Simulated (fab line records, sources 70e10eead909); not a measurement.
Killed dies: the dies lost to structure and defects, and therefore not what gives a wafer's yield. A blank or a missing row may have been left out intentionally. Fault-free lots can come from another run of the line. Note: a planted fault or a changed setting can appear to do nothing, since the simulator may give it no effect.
Matching of chambers :: flow nand harc :: rie diel-01 running NHARC_P_GATE_DESCUM_31: 4 sister chambers
The step chemistry O2, time 3 s. 14 wafers are shown with their chamber, then 7 later ones without.

WAFERS WITH THEIR CHAMBER
wafer: L242.2
chamber: 2
drypump motor current A (A): 5.3
showerhead plenum p Torr (Torr): 1.85
rf vpp V (V): 56.5

wafer: L242.5
chamber: 1
drypump motor current A (A): 6.2
showerhead plenum p Torr (Torr): 1.84
rf vpp V (V): 55.8

wafer: L242.6
chamber: 2
drypump motor current A (A): 5.3
showerhead plenum p Torr (Torr): 1.85
rf vpp V (V): 56.8

wafer: L245.3
chamber: 2
drypump motor current A (A): 5.3
showerhead plenum p Torr (Torr): 1.85
rf vpp V (V): 58.8

wafer: L245.4
chamber: 3
drypump motor current A (A): 5.2
showerhead plenum p Torr (Torr): 2.02
rf vpp V (V): 57.6

wafer: L245.6
chamber: 3
drypump motor current A (A): 5.3
showerhead plenum p Torr (Torr): 2.02
rf vpp V (V): 57.7

wafer: L247.1
chamber: 2
drypump motor current A (A): 5.3
showerhead plenum p Torr (Torr): 1.85
rf vpp V (V): 58.2

wafer: L247.3
chamber: 0
drypump motor current A (A): 5.9
showerhead plenum p Torr (Torr): 1.96
rf vpp V (V): 58.7

wafer: L247.5
chamber: 2
drypump motor current A (A): 5.3
showerhead plenum p Torr (Torr): 1.85
rf vpp V (V): 58.0

wafer: L250.2
chamber: 2
drypump motor current A (A): 5.3
showerhead plenum p Torr (Torr): 1.85
rf vpp V (V): 57.5

wafer: L250.4
chamber: 3
drypump motor current A (A): 5.2
showerhead plenum p Torr (Torr): 2.01
rf vpp V (V): 58.5

wafer: L250.5
chamber: 0
drypump motor current A (A): 5.9
showerhead plenum p Torr (Torr): 1.95
rf vpp V (V): 58.8

wafer: L254.1
chamber: 2
drypump motor current A (A): 5.3
showerhead plenum p Torr (Torr): 1.85
rf vpp V (V): 57.8

wafer: L254.4
chamber: 1
drypump motor current A (A): 6.2
showerhead plenum p Torr (Torr): 1.83
rf vpp V (V): 57.0

SIGNATURES (means of the wafers above)
reading: drypump motor current A
chamber 0: 5.900
chamber 1: 6.200
chamber 2: 5.300
chamber 3: 5.233
scatter within a chamber: 0.0258

reading: showerhead plenum p Torr
chamber 0: 1.9550
chamber 1: 1.8350
chamber 2: 1.8500
chamber 3: 2.0167
scatter within a chamber: 0.00408

reading: rf vpp V
chamber 0: 58.750
chamber 1: 56.400
chamber 2: 57.657
chamber 3: 57.933
scatter within a chamber: 0.711
Rule: for a wafer and a chamber, the distance is found by dividing, reading by reading, the gap between the wafer's reading and the chamber's mean by the reading's scatter, squaring, summing and taking the root. If the next closest chamber is less than 2 further off than the closest, the wafer can't be placed; otherwise it belongs to the closest. How the scatter is found: for the shown wafers, subtract from each reading the mean of its chamber, square and add these, divide the total by (wafers less chambers), then take the root.

WAFERS WITHOUT THEIR CHAMBER
wafer: L254.6
drypump motor current A (A): 5.3
showerhead plenum p Torr (Torr): 1.85
rf vpp V (V): 58.5

wafer: L256.1
drypump motor current A (A): 5.9
showerhead plenum p Torr (Torr): 1.95
rf vpp V (V): 58.2

wafer: L256.3
drypump motor current A (A): 5.3
showerhead plenum p Torr (Torr): 1.85
rf vpp V (V): 58.3

wafer: L256.6
drypump motor current A (A): 5.3
showerhead plenum p Torr (Torr): 2.01
rf vpp V (V): 58.5

wafer: L255.1
drypump motor current A (A): 5.8
showerhead plenum p Torr (Torr): 1.95
rf vpp V (V): 58.1

wafer: L255.2
drypump motor current A (A): 5.2
showerhead plenum p Torr (Torr): 2.01
rf vpp V (V): 59.5

wafer: L255.5
drypump motor current A (A): 5.2
showerhead plenum p Torr (Torr): 2.01
rf vpp V (V): 58.2

CHAMBER TAKEN BY EACH
wafer: L254.6
from the rows above: 2
in truth: 2

wafer: L256.1
from the rows above: 0
in truth: 0

wafer: L256.3
from the rows above: 2
in truth: 2

wafer: L256.6
from the rows above: 3
in truth: 3

wafer: L255.1
from the rows above: 0
in truth: 0

wafer: L255.2
from the rows above: 3
in truth: 3

wafer: L255.5
from the rows above: 3
in truth: 3
Placed correctly: 7 of 7. Not placeable from these rows: 0. Wrongly placed: 0.
